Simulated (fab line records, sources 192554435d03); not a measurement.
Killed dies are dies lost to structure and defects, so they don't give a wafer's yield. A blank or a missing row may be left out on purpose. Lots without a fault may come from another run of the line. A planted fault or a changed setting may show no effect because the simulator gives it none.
Problem report in the 8D (eight disciplines) form, filled by code | flow n5_finfet | the parts of the form that need people (team, actions taken, sign-off) are left out

1. THE PROBLEM
killed_at_contacts at N5_PASSIVATION_PROBE_49 reads a mean of 147 on 1 wafer of 1 lot; wafers without a fault read 12 with a standard deviation of 5.8. That is +23 standard deviations from the usual mean.
First seen on wafer L816.1, day 19 17:58, on prober-01. The record holds 12 wafers of 4 lots with a number at this step. Rule for "out", or "out of limits": more than 4 standard deviations from the usual mean. The other wafers with a number count as sound.

2. WHAT IT IS AND WHAT IT IS NOT
question                    | is                                                                                                      | is not
which readings at this step | killed_at_contacts, defect_limited_yield, killed_dies, sort_bin_5_function, sort_n_pass, sort_yield_pct | killed_at_M0_to_M3, killed_at_M4_up, killed_at_front_end, killed_at_other, killed_open, killed_short
which lots                  | L816                                                                                                    | L794, L797, L804
which wafers of those lots  | L816.1                                                                                                  | L816.3, L816.4
read on which tools         | prober-01                                                                                               | prober-02
when                        | from day 19 17:58                                                                                       | up to then (9 sound wafers); but 2 sound wafers of L816 came after

3. SUSPECTS, AND WHAT RULES EACH OUT
Counting: a tool at a process step up to the reading stays a suspect if it ran every lot that is out. Sound lots after the first of them don't rule it out here, since some wafers of a struck lot are sound.
- rie_diel-06 at N5_MOL_CONTACT_COAG_ETCH_110 (etches Si in CF4/O2, target depth 2.5 nm, time 8 s): kept. It ran the lot that is out, L816 (day 10 12:08); its last sound lot up to then is L804 (day 7 06:20).
- rie_metal-01 at N5_PASSIVATION_AL_ETCH_33 (etches Al in Cl2/BCl3, stops on TaN, target depth 2800 nm, time 466.7 s): kept. It ran the lot that is out, L816 (day 19 13:16); its last sound lot up to then is L804 (day 15 00:21).
- prober-01 at N5_PASSIVATION_PROBE_49: kept. It ran the lot that is out, L816 (day 19 17:58); its last sound lot up to then is L797 (day 13 04:12). Its own readings are out on those wafers: defect_limited_yield, killed_at_contacts, killed_dies, sort_bin_5_function, sort_n_pass, sort_yield_pct.
- Within rie_diel-06 at N5_MOL_CONTACT_COAG_ETCH_110: the wafers that are out ran in chamber 0; their sound lot-mates ran in chambers 1, 3.
Left after counting: rie_diel-06 at N5_MOL_CONTACT_COAG_ETCH_110, rie_metal-01 at N5_PASSIVATION_AL_ETCH_33, prober-01 at N5_PASSIVATION_PROBE_49.

4. THE CAUSE (what the simulator had put in)
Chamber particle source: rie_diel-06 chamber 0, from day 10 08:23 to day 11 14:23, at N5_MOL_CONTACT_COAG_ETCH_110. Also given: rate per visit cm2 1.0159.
Counting left 3 suspects, and this tool is among them.

5. THE CHAIN OF EFFECTS, in route order
Each row: a reading whose mean over the struck wafers that have a number lies more than 3 standard deviations from the usual. Only readings for which the record gives a usual standard deviation are gone through. hours: the time from each lot's start at the first step in this table that gives one to its start at this step, as a median over the lots. sigmas: the change in usual standard deviations.
hours | step                    | reading              | usual  | on struck wafers | change | sigmas
0     | N5_PASSIVATION_PROBE_49 | defect_limited_yield | 91.0 % | 80.8             | -10.2  | -7.8
0     | N5_PASSIVATION_PROBE_49 | killed_at_contacts   | 12     | 147              | +135   | +23
0     | N5_PASSIVATION_PROBE_49 | killed_dies          | 106    | 226              | +120   | +8.0
0     | N5_PASSIVATION_PROBE_49 | sort_bin_5_function  | 5.3 %  | 12.1             | +6.8   | +7.7
0     | N5_PASSIVATION_PROBE_49 | sort_n_pass          | 1074   | 954              | -120   | -8.0
0     | N5_PASSIVATION_PROBE_49 | sort_yield_pct       | 91.0 % | 80.8             | -10.2  | -7.8
The process steps in it:
- N5_PASSIVATION_PROBE_49

6. WHAT WOULD HAVE CAUGHT IT SOONER
In this record the first reading out of limits was taken at day 19 17:58, 226 hours after the fault began at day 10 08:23.
Of the tool readings at N5_MOL_CONTACT_COAG_ETCH_110 for which the record gives a usual standard deviation, none was out on any struck wafer, so an alarm limit of 4 standard deviations on them would not have fired.
All the lots that are out (1) had begun N5_MOL_CONTACT_COAG_ETCH_110 on rie_diel-06 by day 19 17:58. A hold on the tool at that time would have spared none of them.
